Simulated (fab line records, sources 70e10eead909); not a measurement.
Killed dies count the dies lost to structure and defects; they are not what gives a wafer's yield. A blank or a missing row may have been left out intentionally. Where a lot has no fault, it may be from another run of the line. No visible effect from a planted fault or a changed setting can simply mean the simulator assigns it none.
Matching of chambers | flow nand harc | NHARC_A_CONTACT_DEP_29 on pecvd-03: 3 sister chambers
The step deposits SiON, target thk 70 nm. 3 wafers are shown with their chamber, then 9 later ones without.

## WAFERS WITH THEIR CHAMBER
wafer  | chamber | heater power w (W)
L081.1 | 1       | 653
L084.5 | 0       | 878
L084.6 | 2       | 606

## WAFERS WITHOUT THEIR CHAMBER
wafer  | heater power w (W)
L083.1 | 1026
L083.3 | 633
L083.6 | 630
L090.1 | 662
L090.2 | 620
L090.4 | 667
L092.1 | 975
L092.5 | 981
L092.6 | 594

## WHICH CHAMBER EACH ONE RAN IN
wafer  | from the rows above     | in truth
L083.1 | 0                       | 0
L083.3 | can't be placed: 1 or 2 | 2
L083.6 | can't be placed: 1 or 2 | 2
L090.1 | can't be placed: 1 or 2 | 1
L090.2 | can't be placed: 2 or 1 | 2
L090.4 | can't be placed: 1 or 2 | 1
L092.1 | 0                       | 0
L092.5 | 0                       | 0
L092.6 | can't be placed: 2 or 1 | 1
3 of 9 placed correctly. Can't be placed from these rows: 6 (the true chamber is among the candidates in 6). Placed wrongly: 0.
How it was worked out, from the rows above alone: a wafer's distance from a chamber is the root of the sum, over the readings, of the square of ((its reading less the chamber's mean) divided by the reading's scatter). The wafer belongs to the nearest chamber; if the next one is less than 2 further off, it can't be placed. Each chamber's mean is taken over the wafers shown for it. The scatter: root of mean squared gap, hidden wafer to nearest shown wafer, with one shown wafer a chamber.
